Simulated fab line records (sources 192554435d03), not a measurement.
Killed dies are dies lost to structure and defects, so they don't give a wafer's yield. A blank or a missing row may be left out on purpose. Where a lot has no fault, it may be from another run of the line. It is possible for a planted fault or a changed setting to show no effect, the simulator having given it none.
Lot-split experiment || flow n5-finfet || 7 lots, 21 wafers read, on a route of 1938 steps

## ON THE SPLIT
At N5_WELL_APT_EXPOSE_22 (exposes mask PWELL, defocus 0 nm, target cd 200 nm), the setting dose-mj was moved away from the recipe's 23.2 on 6 of the 21 wafers read, by -4.7% to +7.3%. All remaining wafers had this setting at the recipe value.

## FROM THE SPLIT TO THE READING: what the file shows between them, 3 steps
- N5_WELL_APT_PEB_23: peb time 90 s (also split here: peb-time-s)
- N5_WELL_APT_DEVELOP_24: develop time 45 s
- N5_WELL_APT_HARDBAKE_29: time 120 s

## THE READING
cd-nm (nm) at N5_WELL_APT_CD_MEAS_25, where the cd target is 200 nm. Fault-free wafers of this fab line usually give 199.7 nm, standard deviation 1.7 nm.

{"wafer": "L078.1", "tool, chamber at the split": "krf-scanner-01, 0", "dose-mj as run": 23.2, "against the recipe": "recipe", "cd-nm, nm": 200.2, "against lot-mates on the recipe": "-"}
{"wafer": "L078.3", "tool, chamber at the split": "krf-scanner-01, 0", "dose-mj as run": 24.9, "against the recipe": "+7.3%", "cd-nm, nm": 214.1, "against lot-mates on the recipe": "+13.9"}
{"wafer": "L078.6", "tool, chamber at the split": "krf-scanner-01, 0", "dose-mj as run": 24.9, "against the recipe": "+7.3%", "cd-nm, nm": 214.6, "against lot-mates on the recipe": "+14.4"}
{"wafer": "L083.1", "tool, chamber at the split": "krf-scanner-02, 0", "dose-mj as run": 23.2, "against the recipe": "recipe", "cd-nm, nm": 197.4, "against lot-mates on the recipe": "-"}
{"wafer": "L083.2", "tool, chamber at the split": "krf-scanner-02, 0", "dose-mj as run": 23.2, "against the recipe": "recipe", "cd-nm, nm": 199.2, "against lot-mates on the recipe": "-"}
{"wafer": "L083.6", "tool, chamber at the split": "krf-scanner-02, 0", "dose-mj as run": 23.2, "against the recipe": "recipe", "cd-nm, nm": 198.3, "against lot-mates on the recipe": "-"}
{"wafer": "L088.4", "tool, chamber at the split": "krf-scanner-01, 0", "dose-mj as run": 24.32, "against the recipe": "+4.8%", "cd-nm, nm": 209.3, "against lot-mates on the recipe": "+16.2"}
{"wafer": "L088.5", "tool, chamber at the split": "krf-scanner-01, 0", "dose-mj as run": 23.2, "against the recipe": "recipe", "cd-nm, nm": 193.1, "against lot-mates on the recipe": "-"}
{"wafer": "L088.6", "tool, chamber at the split": "krf-scanner-01, 0", "dose-mj as run": 24.32, "against the recipe": "+4.8%", "cd-nm, nm": 203.6, "against lot-mates on the recipe": "+10.5"}
{"wafer": "L089.1", "tool, chamber at the split": "krf-scanner-02, 0", "dose-mj as run": 23.2, "against the recipe": "recipe", "cd-nm, nm": 199.1, "against lot-mates on the recipe": "-"}
{"wafer": "L089.3", "tool, chamber at the split": "krf-scanner-02, 0", "dose-mj as run": 23.2, "against the recipe": "recipe", "cd-nm, nm": 200.8, "against lot-mates on the recipe": "-"}
{"wafer": "L089.5", "tool, chamber at the split": "krf-scanner-02, 0", "dose-mj as run": 23.2, "against the recipe": "recipe", "cd-nm, nm": 198.0, "against lot-mates on the recipe": "-"}
{"wafer": "L093.1", "tool, chamber at the split": "krf-scanner-02, 0", "dose-mj as run": 23.2, "against the recipe": "recipe", "cd-nm, nm": 192.0, "against lot-mates on the recipe": "-"}
{"wafer": "L093.3", "tool, chamber at the split": "krf-scanner-02, 0", "dose-mj as run": 22.22, "against the recipe": "-4.2%", "cd-nm, nm": 183.9, "against lot-mates on the recipe": -12.7}
{"wafer": "L093.6", "tool, chamber at the split": "krf-scanner-02, 0", "dose-mj as run": 23.2, "against the recipe": "recipe", "cd-nm, nm": 201.1, "against lot-mates on the recipe": "-"}
{"wafer": "L094.1", "tool, chamber at the split": "krf-scanner-01, 0", "dose-mj as run": 23.2, "against the recipe": "recipe", "cd-nm, nm": 199.5, "against lot-mates on the recipe": "-"}
{"wafer": "L094.2", "tool, chamber at the split": "krf-scanner-01, 0", "dose-mj as run": 22.1, "against the recipe": "-4.7%", "cd-nm, nm": 187.8, "against lot-mates on the recipe": -11.9}
{"wafer": "L094.5", "tool, chamber at the split": "krf-scanner-01, 0", "dose-mj as run": 23.2, "against the recipe": "recipe", "cd-nm, nm": 200.0, "against lot-mates on the recipe": "-"}
{"wafer": "L096.1", "tool, chamber at the split": "krf-scanner-01, 0", "dose-mj as run": 23.2, "against the recipe": "recipe", "cd-nm, nm": 199.8, "against lot-mates on the recipe": "-"}
{"wafer": "L096.2", "tool, chamber at the split": "krf-scanner-01, 0", "dose-mj as run": 23.2, "against the recipe": "recipe", "cd-nm, nm": 199.2, "against lot-mates on the recipe": "-"}
{"wafer": "L096.5", "tool, chamber at the split": "krf-scanner-01, 0", "dose-mj as run": 23.2, "against the recipe": "recipe", "cd-nm, nm": 199.0, "against lot-mates on the recipe": "-"}

FIT RESULTS
A straight line over all 21 wafers: cd-nm changes by +2.22 nm for each +1% of dose-mj; r = +0.93; the points scatter about the line by 2.8 nm.
The same after taking each lot's own level away (the mean of its wafers on the recipe; 21 wafers): +2.32 nm for each +1%; r = +0.95; scatter 2.3 nm.
That fit puts the effect of the largest move of dose-mj on the reading at 17 nm.
The lots' own levels span 193.10 to 200.20 nm, that is 4.2 times the standard deviation above.
The two slopes agree, so the slope changes little with the lot-to-lot level.
Check: for one of the wafers moved furthest among these (+7.3%), held out of the fit, the line's prediction against its lot-mates is +17.9 nm. Against them it came out at +13.9 nm.

## OTHER SPLITS ON THESE WAFERS
These wafers also went through other splits before the reading. Each is held against what the fit with the lots' levels taken away leaves over:
{"other split on the same wafers": "N5_WELL_APT_PEB_23 peb-time-s", "wafers away from the commonest value": 4, "r with cd-nm (lot level and that fit taken away)": "+0.43"}

## THE WHOLE CHAIN: every reading that the file lists as answering this split, in the file's order
{"step": "N5_WELL_APT_CD_MEAS_25", "what it does": "target cd 200 nm", "reading": "cd-nm", "change (the file's fit)": "+2.37 nm for each +1% of the setting", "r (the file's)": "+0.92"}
{"step": "N5_WELL_APT_DESCUM_30", "what it does": "chemistry O2, time 7.9 s", "reading": "WELL_APT.cd-nm (the simulator's own value, which no gauge read)", "change (the file's fit)": "+2.38 nm for each +1% of the setting", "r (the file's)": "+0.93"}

## THE FILE'S OWN FIT
cd-nm changes by +2.37 nm for each +1% of dose-mj, r = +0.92.
